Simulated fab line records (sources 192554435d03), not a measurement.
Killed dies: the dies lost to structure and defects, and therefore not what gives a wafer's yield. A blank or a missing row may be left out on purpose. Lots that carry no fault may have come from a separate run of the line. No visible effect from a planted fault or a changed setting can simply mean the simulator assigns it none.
A struck lot beside a sound one | flow n5-finfet | 25 out of 1938 route steps
Sound: wafers L750.2, L750.3, L750.6. Wafers L744.1, L744.3, L744.4 were the ones struck. The cause is named last.
Order at every step that has rows: each side's tool, ch and its chambers, its first start. Under that, the readings that differ: sound wafers | struck wafers | difference of the means | sigmas: that difference in standard deviations of wafers without a fault.
alike: a reading whose means differ by less than 2 such deviations, as well as words and numbers matching on both sides. not compared: withheld readings; readings where some wafer has no value; bounds like >300 that might hide an equal value; numbers whose values overlap and for which the record gives no deviation.
The two part at a step that has a row with sigmas, a row that says differs or no value, or rows on one side only. Numbers that don't overlap but have no deviation are shown without sigmas and don't part them. A reading missing from all wafers of one side parts the sides only when that side holds two or more wafers.

first, 11 steps without rows for these wafers: N5_WELL_APT_RTA_34 (time 10 s); N5_WELL_APT_OXIDE_STRIP_42 (strips SiO2 in dHF, time 45 s, target depth 12 nm); N5_WELL_APT_PRECLEAN_36 (cleans in O3/DIW, time 45 s); N5_WELL_APT_PRECLEAN_39 (cleans in dHF, time 60 s); N5_WELL_APT_SRD_37 (time 30 s); N5_WELL_APT_EPI_41 (deposits Si from SiH4/H2, target thk 50 nm, time 297.7 s); N5_PMOS_HMC_CHANNEL_EPI_HM_DEP_34 (deposits SiO2 from TEOS/O2, target thk 36 nm, time 6.9 s); N5_PMOS_HMC_CHANNEL_EPI_COAT_31 (time 60 s, resist thk 66 nm); N5_PMOS_HMC_CHANNEL_EPI_COAT_03 (resist thk 205 nm); N5_PMOS_HMC_CHANNEL_EPI_EBR_05; N5_PMOS_HMC_CHANNEL_EPI_SOFTBAKE_04 (time 60 s).
N5_PMOS_HMC_CHANNEL_EPI_EXPOSE_06: exposes mask PMOS HMC BLK, target cd 240 nm.
  sound on arfi-scanner-02 ch 0, day 7 05:46; struck on arfi-scanner-01 ch 0, day 5 17:11
  reading              | sound             | struck            | difference | sigmas
  exposure-dose-mJ-cm2 | 40.94 40.99 40.99 | 42.39 42.36 42.43 | +1.42      | +33
  alike: mask
then, 2 steps without rows for these wafers: N5_PMOS_HMC_CHANNEL_EPI_PEB_07 (peb time 60 s); N5_PMOS_HMC_CHANNEL_EPI_DEVELOP_08 (develop time 30 s).
N5_PMOS_HMC_CHANNEL_EPI_CD_MEAS_09: target cd 237.4 nm.
  sound on cd-sem-03 ch 0, day 7 05:53; struck on cd-sem-03 ch 0, day 5 17:19
  reading    | sound             | struck            | difference | sigmas
  cd-nm (nm) | 238.1 238.0 239.5 | 242.3 241.1 241.5 | +3.1       | +3
N5_PMOS_HMC_CHANNEL_EPI_DESCUM_14: chemistry O2, time 7.9 s.
  sound on rie-diel-05 ch 0,1,2, day 7 05:59; struck on rie-diel-05 ch 0,1,2, day 5 17:28
  reading                               | sound             | struck            | difference | sigmas
  model.PMOS_HMC_CHANNEL_EPI.cd-nm (nm) | 238.1 238.1 239.2 | 241.8 241.1 241.3 | +2.9       |
  alike: drypump-motor-current-A, oes-product-au, rf-vpp-V, showerhead-plenum-p-Torr, throttle-valve-pct
  not compared: rf-hours-counter-h
then, 5 steps without rows for these wafers: N5_PMOS_HMC_CHANNEL_EPI_ETCH_32 (etches BARC in N2/H2, stops on SiO2, target depth 85.8 nm, time 50.3 s); N5_PMOS_HMC_CHANNEL_EPI_HM_OPEN_15 (chemistry CHF3/O2, target SiO2, target depth 40.6 nm, time 20.3 s); N5_PMOS_HMC_CHANNEL_EPI_STRIP_33 (strips in N2/H2); N5_PMOS_HMC_CHANNEL_EPI_STRIP_17 (strips in SPM, time 750 s); N5_PMOS_HMC_CHANNEL_EPI_ETCH_38 (etches SiO2 in CF4, target depth 1.5 nm).
N5_PMOS_HMC_CHANNEL_EPI_FIN_RECESS_16: chemistry HBr/Cl2, target Si, target depth 54 nm, time 18 s.
  sound on rie-si-03 ch 0,1,3, day 7 06:26; struck on rie-si-02 ch 1,2,3, day 5 17:55
  reading                               | sound             | struck            | difference | sigmas
  model.PMOS_HMC_CHANNEL_EPI.cd-nm (nm) | 240.6 241.7 242.9 | 245.2 243.5 245.5 | +3.0       |
  alike: HBr_flow_sccm, drypump-motor-current-A, oes-product-au, throttle-valve-pct
  not compared: rf-hours-counter-h
then, 1 step without rows for these wafers: N5_PMOS_HMC_CHANNEL_EPI_PRECLEAN_36 (cleans in O3/DIW, time 45 s).
-- here the record skips 6 days between the struck wafers' starts before and after, leaving off in module PMOS_HMC_CHANNEL_EPI and picking up in module BEOL_M4 (first step shown: number 1111 of the route) --
N5_BEOL_M4_RC_MEAS_101:
  sound on prober-02 ch 0, day 13 08:44; struck on prober-01 ch 0, day 11 22:49
  alike: DIBL_N, DIBL_P, IOFF_N, IOFF_P, ION_N, ION_P, SS_N, SS_P, VT_N, VT_P
-- here the record skips 4 days between the struck wafers' starts before and after, leaving off in module BEOL_M4 and picking up in module PASSIVATION (first step shown: number 1936 of the route) --
N5_PASSIVATION_PROBE_49:
  record: rows for the struck wafers here (prober-02, day 16 08:13), none for the sound ones

WHERE THEY PART
First at N5_PMOS_HMC_CHANNEL_EPI_EXPOSE_06; last, within this record, at N5_PASSIVATION_PROBE_49.

WHY: what had been put in by the simulator
Drift in process parameters on arfi-scanner-01 at N5_PMOS_HMC_CHANNEL_EPI_EXPOSE_06, starting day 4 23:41. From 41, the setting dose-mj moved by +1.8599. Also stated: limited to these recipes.
